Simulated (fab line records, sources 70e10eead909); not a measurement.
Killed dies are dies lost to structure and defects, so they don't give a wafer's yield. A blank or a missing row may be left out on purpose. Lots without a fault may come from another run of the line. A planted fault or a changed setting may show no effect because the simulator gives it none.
Chamber matching | flow nand_harc | NHARC_A_WL_FILL_STRIP_29 on rie_diel-12: 4 sister chambers
The step strips in O2, time 20 s. 8 wafers are shown with their chamber, then 7 later ones without.

WAFERS WITH THEIR CHAMBER
wafer  | chamber | drypump_motor_current_A (A) | oes_product_au (a.u.)
L075.5 | 1       | 5.3                         | 0.987
L074.3 | 1       | 5.3                         | 0.992
L077.6 | 3       | 5.8                         | 1.000
L082.2 | 2       | 5.2                         | 0.997
L082.5 | 3       | 5.8                         | 1.002
L082.6 | 0       | 5.8                         | 1.023
L083.1 | 0       | 5.9                         | 1.010
L083.2 | 2       | 5.3                         | 0.980

WAFERS WITHOUT THEIR CHAMBER
wafer  | drypump_motor_current_A (A) | oes_product_au (a.u.)
L083.5 | 5.2                         | 0.983
L092.1 | 5.3                         | 1.003
L092.2 | 5.3                         | 1.013
L092.3 | 5.9                         | 1.019
L097.2 | 5.3                         | 0.992
L097.4 | 5.8                         | 1.010
L097.6 | 5.2                         | 0.998

WHICH CHAMBER EACH WENT THROUGH
wafer  | from the rows above     | in truth
L083.5 | can't be placed: 2 or 1 | 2
L092.1 | can't be placed: 1 or 2 | 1
L092.2 | can't be placed: 1 or 2 | 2
L092.3 | 0                       | 0
L097.2 | can't be placed: 1 or 2 | 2
L097.4 | can't be placed: 3 or 0 | 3
L097.6 | can't be placed: 2 or 1 | 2
Placed correctly: 1 of 7. Can't be placed from these rows: 6 (the true chamber is among the candidates in 6). Placed wrongly: 0.
How it was worked out, from the rows above alone: a wafer's distance from a chamber is the root of the sum, over the readings, of the square of ((its reading less the chamber's mean) divided by the reading's scatter). The wafer belongs to the nearest chamber; if the next one is less than 2 further off, it can't be placed. A chamber's mean is the mean of its shown wafers. The scatter: the root of (the sum of the squares of (reading less its chamber's mean) over the shown wafers, divided by (wafers less chambers)).
